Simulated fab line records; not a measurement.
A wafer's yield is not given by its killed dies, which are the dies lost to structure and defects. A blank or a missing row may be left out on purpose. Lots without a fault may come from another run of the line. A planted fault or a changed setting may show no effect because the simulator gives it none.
Which tool is to blame?	flow nand harc	18 wafers from 6 lots sampled at 5 of the route's 1302 steps

== WHAT EACH GAUGE READ, for each wafer ==
NHARC_END_SORT_01.
lot	measured	on	killed at array
L540	day 28 14:26	prober-02	672 671 672

== EACH LOT AND THE TOOL THAT RAN IT (in order: tool; ch and the chambers of the sampled wafers; start) ==
lot	NHARC_A_CONTACT_ETCH_75	NHARC_A_CONTACT_ETCH_130	NHARC_A_CONTACT_ETCH_131	NHARC_A_CONTACT_ETCH_132
L530	rie diel-09 ch 0,3, day 22 13:52	har cap etch-02 ch 0,1, day 22 16:23	har cap etch-02 ch 0,1, day 22 16:34	har cap etch-02 ch 0,1, day 22 16:45
L534	rie diel-05 ch 0,2,3, day 23 06:31	har cap etch-01 ch 0,1, day 23 09:04	har cap etch-01 ch 0,1, day 23 09:14	har cap etch-01 ch 0,1, day 23 09:25
L540	rie diel-04 ch 0,2, day 25 23:59	har cap etch-03 ch 0,1, day 26 02:32	har cap etch-03 ch 0,1, day 26 02:42	har cap etch-03 ch 0,1, day 26 02:53
L542	rie diel-09 ch 0,1, day 26 14:22	har cap etch-01 ch 0, day 26 17:16	har cap etch-01 ch 0, day 26 17:31	har cap etch-01 ch 0, day 26 17:45
L546	rie diel-09 ch 0,1, day 28 12:16	har cap etch-02 ch 0,1, day 28 14:48	har cap etch-02 ch 0,1, day 28 14:58	har cap etch-02 ch 0,1, day 28 15:09
L551	rie diel-04 ch 0,2,3, day 31 12:08	har cap etch-01 ch 0,1, day 31 15:07	har cap etch-01 ch 0,1, day 31 15:18	har cap etch-01 ch 0,1, day 31 15:29
- NHARC_A_CONTACT_ETCH_75: etches the open film in CF4, target depth 39 nm, time 65 s.
- NHARC_A_CONTACT_ETCH_130: etches the open film in C4F8/O2/Ar, time 197 s, target depth 1918 nm.
- NHARC_A_CONTACT_ETCH_131: etches the open film in C4F8/O2/Ar, time 197 s, target depth 1918 nm.
- NHARC_A_CONTACT_ETCH_132: etches the open film in C4F8/O2/Ar, time 197 s, target depth 1924 nm.

== THE ANSWER, worked out from the rows above alone ==
Rule: what is usual is taken from the lots themselves. The widest of any qualifying gaps counts: lots, ordered by their means at a reading, are off when they make up no more than a third of the lots, leave a main group of 4 or more, and stand apart from it by 3 or more times the standard deviation of that group's means. If all means in a main group match to the digits the tables above print for the reading, that group is not used. A lot without any number at a reading at which 4 lots or more have one is off too. The other lots that the step has rows for count as sound.
Nothing can be told from this: no lot is off at any reading shown.

== WHAT THE SIMULATOR HAD INSERTED ==
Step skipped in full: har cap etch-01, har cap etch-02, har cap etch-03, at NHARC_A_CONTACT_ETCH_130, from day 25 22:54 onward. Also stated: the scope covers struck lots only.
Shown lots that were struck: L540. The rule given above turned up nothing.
